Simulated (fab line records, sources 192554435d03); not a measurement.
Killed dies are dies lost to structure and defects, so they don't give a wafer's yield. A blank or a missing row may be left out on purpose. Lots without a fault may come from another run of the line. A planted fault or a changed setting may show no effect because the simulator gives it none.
A struck lot beside a sound one | flow n5_finfet | 22 steps out of a route of 1938
Sound: wafers L608.1, L608.3, L608.6. Struck: wafers L616.1, L616.3, L616.6. The cause comes at the end.
At each step with rows: each side's tool, then ch and its chambers, then its first start. Under that, the readings that differ: sound wafers | struck wafers | difference of the means | sigmas: that difference in standard deviations of wafers without a fault.
alike: readings whose means differ by less than 2 such deviations, and words and numbers that are the same on both sides. not compared: withheld readings, readings that some wafer has no value for, bounds like >300 that may hide the same value, and numbers for which the record gives no deviation and whose values overlap.
The two part at a step that has a row with sigmas, a row that says differs or no value, or rows on one side only. Numbers that don't overlap but have no deviation are shown without sigmas and don't part them. A reading that every wafer of one side lacks parts them only if that side has two wafers or more.

N5_PASSIVATION_PECVD_00: deposits SiO2 from SiH4/N2O, target thk 200 nm, time 11.2 s.
  sound on pecvd-02 ch 0,1,2, day 12 14:53; struck on pecvd-03 ch 0,1, day 14 12:14
  alike: heater_power_w, showerhead_plenum_p_Torr, throttle_valve_pct
then, 2 steps without rows for these wafers: N5_MIM_BOT_DEGAS_01 (time 60 s); N5_MIM_BOT_SPUTTER_00 (material TiN, target thk 35 nm, time 89.7 s).
N5_MIM_TOP_ALD_00: deposits Al2O3, purge time 3 s, co reactant pulse time 3 s.
  sound on ald_hk-02 ch 1,3, day 12 15:05; struck on ald_hk-02 ch 0,2,3, day 14 15:14
  alike: precursor_pulse_height_rel
N5_MIM_TOP_ALD_01: deposits HfO2, target thk 5.6 nm, pulse time 1 s, purge time 3 s.
  sound on ald_hk-02 ch 1,3; struck on ald_hk-02 ch 0,2,3
  alike: precursor_pulse_height_rel
then, 1 step without rows for these wafers: N5_MIM_TOP_ALD_02 (deposits Al2O3, purge time 3 s, co reactant pulse time 3 s).
N5_MIM_TOP_DEGAS_04: time 60 s.
  sound on pvd_sputter-02, day 12 17:27; struck on pvd_sputter-03, day 14 16:00
  alike: heater_power_w
N5_MIM_TOP_SPUTTER_03: material TiN, target thk 35 nm, time 89.7 s.
  sound on pvd_sputter-02, day 12 17:29; struck on pvd_sputter-03, day 14 16:02
  alike: chamber_pressure_pa, throttle_valve_pct
then, 4 steps without rows for these wafers: N5_MIM_TOP_LITHO_HMDS_01 (time 60 s); N5_MIM_TOP_LITHO_COAT_02; N5_MIM_TOP_LITHO_EBR_04; N5_MIM_TOP_LITHO_SOFTBAKE_03 (time 90 s).
N5_MIM_TOP_LITHO_EXPOSE_05: exposes mask MIM TOP, target cd 2000 nm.
  sound on krf_scanner-02 ch 0, day 12 17:50; struck on krf_scanner-02 ch 0, day 14 16:16
  reading              | sound                | struck               | difference | sigmas
  exposure_dose_mJ_cm2 | 20.525 20.445 20.527 | 19.740 19.739 19.745 | -0.758     | -34
  alike: mask
then, 3 steps without rows for these wafers: N5_MIM_TOP_LITHO_PEB_06; N5_MIM_TOP_LITHO_DEVELOP_07 (develop time 60 s); N5_MIM_TOP_LITHO_HARDBAKE_09 (time 120 s).
N5_MIM_TOP_LITHO_CD_MEAS_08: target cd 2000 nm.
  sound on cd_sem-02 ch 0, day 12 18:00; struck on cd_sem-03 ch 0, day 14 16:26
  reading    | sound                | struck               | difference | sigmas
  cd_nm (nm) | 1999.6 2001.4 2002.1 | 1946.4 1967.9 1976.1 | -37.6      | -29
N5_MIM_TOP_LITHO_OVL_MEAS_11:
  sound on overlay-02 ch 0, day 12 18:02; struck on overlay-02 ch 0, day 14 16:28
  alike: MIM_TOP_OVL
N5_MIM_TOP_LITHO_INSPECT_12: inspects for defects (macro).
  sound on defect_inspect-02, day 12 18:04; struck on defect_inspect-02, day 14 16:29
  alike: raw_defect_count
N5_MIM_TOP_LITHO_DESCUM_10: chemistry O2, time 7.9 s.
  sound on rie_diel-01 ch 0,2,3, day 12 18:13; struck on rie_diel-03 ch 0,1,3, day 14 16:40
  alike: drypump_motor_current_A, oes_product_au, rf_vpp_V, showerhead_plenum_p_Torr, temp_c, throttle_valve_pct
  not compared: rf_hours_counter_h, model.MIM_TOP_LITHO.cd_nm
then, 1 step without rows for these wafers: N5_MIM_TOP_ETCH_ETCH_00 (etches TiN in Cl2/BCl3, target depth 38.5 nm).
N5_PASSIVATION_PROBE_49:
  the record has rows for the struck wafers here (prober-01, day 15 01:49) and none for the sound ones

WHERE THEY PART
First at N5_MIM_TOP_LITHO_EXPOSE_05; last, within this record, at N5_PASSIVATION_PROBE_49.

WHY: what the simulator had put in
Process parameter drift: krf_scanner-02, from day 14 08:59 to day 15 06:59, at N5_MIM_TOP_LITHO_EXPOSE_05. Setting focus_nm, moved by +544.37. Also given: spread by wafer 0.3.
